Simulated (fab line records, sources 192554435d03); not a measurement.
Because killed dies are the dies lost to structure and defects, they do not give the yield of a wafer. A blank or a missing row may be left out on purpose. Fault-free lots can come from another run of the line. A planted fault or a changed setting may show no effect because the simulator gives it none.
Matching of chambers | flow n5 finfet | 4 sister chambers for N5_SPACER0_ALD_08 on ald sin-02
The step deposits SiNx, target thk 2 nm. 8 wafers are shown with their chamber, then 9 later ones without.

== EACH WAFER AND ITS CHAMBER ==
wafer  | chamber | heater power w (W)
L077.5 | 2       | 878
L077.6 | 1       | 860
L080.1 | 1       | 843
L080.4 | 3       | 947
L080.5 | 0       | 823
L091.1 | 0       | 812
L091.3 | 3       | 914
L091.4 | 2       | 856

== WAFERS WITH NO CHAMBER GIVEN ==
wafer  | heater power w (W)
L094.2 | 872
L094.3 | 807
L094.5 | 950
L095.1 | 917
L095.2 | 850
L095.4 | 812
L096.2 | 824
L096.3 | 868
L096.4 | 852

== WHICH CHAMBER EACH WENT THROUGH ==
wafer  | from the rows above          | in truth
L094.2 | can't be placed: 2 or 1      | 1
L094.3 | 0                            | 0
L094.5 | 3                            | 3
L095.1 | 3                            | 3
L095.2 | can't be placed: 1 or 2 or 0 | 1
L095.4 | 0                            | 0
L096.2 | can't be placed: 0 or 1      | 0
L096.3 | can't be placed: 2 or 1      | 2
L096.4 | can't be placed: 1 or 2      | 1
Placed correctly: 4 of 9. Can't be placed from these rows: 5 (the true chamber is among the candidates in 5). 0 placed wrongly.
How it was worked out, from the rows above alone: a wafer's distance from a chamber is the root of the sum, over the readings, of the square of ((its reading less the chamber's mean) divided by the reading's scatter). If the next closest chamber is less than 2 further off than the closest, the wafer can't be placed; otherwise it belongs to the closest. For every chamber, the mean is computed from those of its wafers that are shown. The scatter: the root of (the sum of the squares of (reading less its chamber's mean) over the shown wafers, divided by (wafers less chambers)).
